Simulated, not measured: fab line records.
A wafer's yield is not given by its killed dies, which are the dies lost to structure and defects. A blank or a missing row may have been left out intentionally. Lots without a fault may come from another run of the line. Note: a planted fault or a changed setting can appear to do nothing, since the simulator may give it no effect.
Chamber matching	flow n5-finfet	N5_MOL_CONTACT_COAG_CMP_23 on cmp-03: 4 sister chambers
The step polishes, stops on SiO2, t overpolish 1.5 s, target thk 0 nm. 4 wafers are shown with their chamber, then 7 later ones without.

WAFERS PAIRED WITH THEIR CHAMBERS
wafer	chamber	motor-current-A (A)
L078.2	0	10.4
L081.5	2	8.0
L083.2	3	6.5
L083.3	1	8.0

WAFERS MISSING THEIR CHAMBER
wafer	motor-current-A (A)
L083.5	6.8
L091.3	10.6
L091.4	6.5
L091.6	8.2
L095.1	10.0
L095.4	8.5
L095.5	8.6

THE CHAMBER EACH PASSED THROUGH
wafer	from the rows above	in truth
L083.5	3	3
L091.3	0	0
L091.4	3	3
L091.6	can't be placed: 1 or 2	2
L095.1	0	0
L095.4	can't be placed: 1 or 2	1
L095.5	can't be placed: 1 or 2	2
Correctly placed: 4 of 7. From these rows, 3 cannot be placed; in 3 the true chamber is one of the candidates. 0 placed wrongly.
How it was worked out, from the rows above alone: a wafer's distance from a chamber is the root of the sum, over the readings, of the square of ((its reading less the chamber's mean) divided by the reading's scatter). If the next closest chamber is less than 2 further off than the closest, the wafer can't be placed; otherwise it belongs to the closest. For every chamber, the mean is computed from those of its wafers that are shown. The scatter: with one shown wafer a chamber, the root of the mean of the squares of how far each hidden wafer lies from its nearest shown one.
